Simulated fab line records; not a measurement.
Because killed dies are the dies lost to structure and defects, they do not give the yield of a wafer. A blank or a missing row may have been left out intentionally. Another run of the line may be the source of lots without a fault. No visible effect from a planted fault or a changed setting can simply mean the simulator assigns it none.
A struck lot beside a sound one | flow nand-harc | 15 out of 1159 route steps
Sound: wafers L507.1, L507.5, L507.6. Wafers L517.2, L517.3, L517.5 were the ones struck. At the end, the cause is stated.
Per side, at each step with rows, come the tool, then ch with its chambers, and then its first start. Under that, the readings that differ: sound wafers | struck wafers | difference of the means | sigmas: that difference in standard deviations of wafers without a fault.
alike: a reading whose means differ by less than 2 such deviations, as well as words and numbers matching on both sides. not compared: withheld readings; readings where some wafer has no value; bounds like >300 that might hide an equal value; numbers whose values overlap and for which the record gives no deviation.
A row with sigmas, a row that says differs or no value, or rows on one side alone: a step with any of these is where the two part. Numbers that have no deviation but don't overlap get no sigmas and don't part them. A reading that every wafer of one side lacks parts them only if that side has two wafers or more.

first, 1 step without rows for these wafers: NHARC_P_ZERO_WELL_HARDBAKE_53 (time 80 s).
NHARC_P_ZERO_WELL_DESCUM_54: chemistry O2, time 3 s.
  sound on rie-diel-11 ch 0,1,2, day 2 05:55; struck on rie-diel-11 ch 1,2, day 4 18:11
  alike: drypump-motor-current-A, oes-product-au, rf-vpp-V, showerhead-plenum-p-Torr, throttle-valve-pct
  not compared: rf-hours-counter-h
then, 5 steps without rows for these wafers: NHARC_P_ZERO_WELL_IMPLANT_55; NHARC_P_ZERO_WELL_IMPLANT_61; NHARC_P_ZERO_WELL_STRIP_56 (strips in SPM, time 840 s); NHARC_P_ZERO_WELL_PRECLEAN_68 (cleans in SC1, time 60 s); NHARC_P_ZERO_WELL_SRD_69.
NHARC_P_ZERO_WELL_RTA_42: time 300 s.
  sound on rtp-anneal-01 ch 0, day 2 06:53; struck on rtp-anneal-01 ch 0, day 4 19:22
  alike: lamp-power-pct, wafer_temp_C_max
NHARC_P_ZERO_WELL_INSPECT_43:
  sound on defect-inspect-01 at day 2 07:33; struck on defect-inspect-01 at day 4 19:56
  alike: raw-defect-count
then, 3 steps without rows for these wafers: NHARC_P_STI_ETCH_26 (etches SiO2 in dHF, target depth 11 nm); NHARC_P_STI_PRECLEAN_27 (cleans in SC1); NHARC_P_STI_SRD_28.
NHARC_P_STI_OXIDE_29: material SiO2, target thk 10 nm, ox time 1362 s.
  sound on furnace-01 ch 0, day 2 08:47; struck on furnace-01 ch 0, day 5 03:53
  reading              | sound             | struck            | difference | sigmas
  spike-tc-lower-C (C) | 901.6 900.6 902.0 | 899.9 898.7 898.8 | -2.3       | -2
  alike: zone-power-top-pct
then, 1 step without rows for these wafers: NHARC_P_STI_HM_DEP_30 (deposits Si3N4, target thk 80 nm, time 873 s).
-- break in the record here, with 18 days between the starts of the struck wafers on either side (left off in module P_STI, picked up again in module END, where the first step shown is number 1159 on the route) --
NHARC_END_SORT_01:
  sound on prober-01 ch 0, day 20 10:26; struck on prober-01 ch 0, day 23 15:15
  alike: killed-at-array, killed-at-other, killed-at-periphery, killed-dies, killed-open, killed-short

WHERE THEY PART
At NHARC_P_STI_OXIDE_29 and nowhere else, as far as this record goes. Later steps at which nothing parts them and some readings are alike: NHARC_END_SORT_01.

WHY: whatever the simulator had introduced
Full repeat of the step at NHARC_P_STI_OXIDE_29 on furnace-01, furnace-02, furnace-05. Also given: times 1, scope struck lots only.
